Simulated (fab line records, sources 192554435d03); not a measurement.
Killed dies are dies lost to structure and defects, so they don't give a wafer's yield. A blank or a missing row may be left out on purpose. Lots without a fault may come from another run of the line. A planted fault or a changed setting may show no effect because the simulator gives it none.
Problem report in the 8D (eight disciplines) form, filled by code | flow n5_finfet | the parts of the form that need people (team, actions taken, sign-off) are left out

1. THE PROBLEM
exposure_dose_mJ_cm2 at N5_DUMMY_GATE_EXPOSE_12 reads a mean of 33.41 on 6 wafers of 2 lots; wafers without a fault read 33.94 with a standard deviation of 0.044. That is -12 standard deviations from the usual mean.
The step: exposes mask GATE, target cd 25 nm.
First seen on wafer L636.1, day 6 05:41, on euv_scanner-02. The record holds 18 wafers of 6 lots with a number at this step. Rule for "out", or "out of limits": more than 4 standard deviations from the usual mean. The other wafers with a number count as sound.

2. WHAT IT IS AND WHAT IT IS NOT
question                    | is                     | is not
which readings at this step | exposure_dose_mJ_cm2   | -
which lots                  | L636, L637             | L623, L625, L640, L646
which wafers of those lots  | all that have a number | -
read on which tools         | euv_scanner-02         | euv_scanner-01
when                        | from day 6 05:41       | up to then (6 sound wafers); but 6 sound wafers of L640, L646 came after

3. SUSPECTS, AND WHAT RULES EACH OUT
Counting: a tool at a process step up to the reading stays a suspect if it ran every lot that is out and no sound lot after the first of them.
- euv_scanner-02 at N5_DUMMY_GATE_EXPOSE_12 (exposes mask GATE, target cd 25 nm): kept. It ran every lot that is out, first L636 (day 6 05:41), and no sound lot after that; its last sound lot up to then is L623 (day 2 21:55). Its own readings are out on those wafers: exposure_dose_mJ_cm2.
Left after counting: euv_scanner-02 at N5_DUMMY_GATE_EXPOSE_12.

4. THE CAUSE (what the simulator had put in)
Process parameter drift: euv_scanner-02, from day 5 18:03 on, at N5_DUMMY_GATE_EXPOSE_12. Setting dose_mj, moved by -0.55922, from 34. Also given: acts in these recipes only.
Counting left only this tool.

5. THE CHAIN OF EFFECTS, in route order
Each row: a reading whose mean over the struck wafers that have a number lies more than 3 standard deviations from the usual. Only readings for which the record gives a usual standard deviation are gone through. hours: the time from each lot's start at the first step in this table that gives one to its start at this step, as a median over the lots. sigmas: the change in usual standard deviations.
hours | step                    | reading              | usual | on struck wafers | change | sigmas
0     | N5_DUMMY_GATE_EXPOSE_12 | exposure_dose_mJ_cm2 | 33.94 | 33.41            | -0.53  | -12
The process steps in it:
- N5_DUMMY_GATE_EXPOSE_12: exposes mask GATE, target cd 25 nm.
Later measuring or inspecting steps at which every struck wafer that the step has a row for has a number for every such reading, and none has moved that far: N5_DUMMY_GATE_CD_MEAS_15, N5_DUMMY_GATE_OVL_MEAS_16, N5_DUMMY_GATE_INSPECT_17, N5_BEOL_M4_RC_MEAS_101.

6. WHAT WOULD HAVE CAUGHT IT SOONER
In this record the first reading out of limits was taken at day 6 05:41, 12 hours after the fault began at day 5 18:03.
